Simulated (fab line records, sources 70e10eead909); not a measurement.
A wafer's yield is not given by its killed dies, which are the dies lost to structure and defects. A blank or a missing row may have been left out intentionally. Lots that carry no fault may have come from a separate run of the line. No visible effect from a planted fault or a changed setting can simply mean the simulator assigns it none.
Shared-tool check	flow nand harc	13 lots, 39 wafers sampled

WHY IT WAS OPENED
At NHARC_A_ONON_D2_THK_MEAS_34 the reading thk nm is flagged on 2 of 13 lots. Wafers without a fault read 200 nm, standard deviation 3.5.
Rule: a lot is flagged when every wafer of it that has a number lies more than 4 standard deviations from that mean, or none has a number. All remaining lots are regarded as sound.

lot	measured	on	thk nm (nm), wafer by wafer	flag
L133	day 12 13:10	film metro-01	200 197 204	
L134	day 13 08:29	film metro-01	204 204 202	
L135	day 13 22:49	film metro-01	200 207 200	
L136	day 13 22:51	film metro-01	200 207 206	
L138	day 15 08:50	film metro-01	199 199 202	
L143	day 17 14:17	film metro-01	228 228 228	FLAGGED
L145	day 17 23:03	film metro-01	228 229 230	FLAGGED
L148	day 18 16:28	film metro-02	204 204 206	
L149	day 19 18:00	film metro-01	192 205 196	
L153	day 21 00:37	film metro-02	200 208 197	
L154	day 22 03:22	film metro-01	199 203 210	
L156	day 22 09:07	film metro-02	203 196 198	
L155	day 22 09:24	film metro-01	194 197 202	
On average the flagged lots' numbers are 228 nm, which is +28 nm against the usual, or +8 standard deviations.

LOT BY LOT: THE TOOL USED
The record holds 1 process step before the reading, out of a route of 1302 steps. Read each cell as the tool, then ch plus the chambers that the sampled wafers visited, then the start.
lot	flag	NHARC_A_ONON_D2_DEP_33
L133		pecvd-01 ch 0,1, day 12 12:46
L134		pecvd-04 ch 0,1,2, day 13 08:07
L135		pecvd-04 ch 0,2, day 13 22:24
L136		pecvd-01 ch 0,1,2, day 13 22:32
L138		pecvd-01 ch 1,2, day 15 08:28
L143	FLAGGED	pecvd-01 ch 0,1, day 17 13:52
L145	FLAGGED	pecvd-01 ch 0,1,2, day 17 22:46
L148		pecvd-04 ch 0,2, day 18 16:07
L149		pecvd-04 ch 1,2, day 19 17:35
L153		pecvd-04 ch 0,1, day 21 00:13
L154		pecvd-04 ch 0,1, day 22 02:57
L156		pecvd-03 ch 0,1,2, day 22 08:43
L155		pecvd-03 ch 0,2, day 22 08:59
What these steps do:
- NHARC_A_ONON_D2_DEP_33: deposits SiO2, target thk 200 nm.
- NHARC_A_ONON_D2_THK_MEAS_34: measures by ellipsometry.

FLAGGED OVER TOTAL, TOOL BY TOOL (the gauges that took the reading come last)
step	tool	lots run	flagged	share of the flagged lots	sound lots run after its first flagged lot
NHARC_A_ONON_D2_DEP_33	pecvd-01	5	2	all	0
NHARC_A_ONON_D2_DEP_33	pecvd-03	2	0	none	-
NHARC_A_ONON_D2_DEP_33	pecvd-04	6	0	none	-
NHARC_A_ONON_D2_THK_MEAS_34	film metro-01	10	2	all	3 (L149,L154,L155)
NHARC_A_ONON_D2_THK_MEAS_34	film metro-02	3	0	none	-

WHAT THE TABLE PERMITS
In 2 table rows, all flagged lots were run: pecvd-01 (NHARC_A_ONON_D2_DEP_33), film metro-01 (NHARC_A_ONON_D2_THK_MEAS_34).
- pecvd-01 at NHARC_A_ONON_D2_DEP_33: 2 of its 5 lots flagged. Last sound lot L138 at day 15 08:28, first flagged lot L143 at day 17 13:52; a fault beginning in between fits.
- film metro-01 at NHARC_A_ONON_D2_THK_MEAS_34: 2 of its 10 lots flagged. After the first flagged lot (L149, L154, L155), sound lots still ran on it; a lasting fault on the whole tool would not permit that.
Left over: one tool, pecvd-01 at NHARC_A_ONON_D2_DEP_33.

WHAT HAD BEEN PUT IN BY THE SIMULATOR
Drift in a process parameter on pecvd-01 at NHARC_A_ONON_D2_DEP_33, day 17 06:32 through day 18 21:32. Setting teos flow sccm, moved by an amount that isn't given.
Struck lots among those shown: L143, L145. The same result came from the rule above.
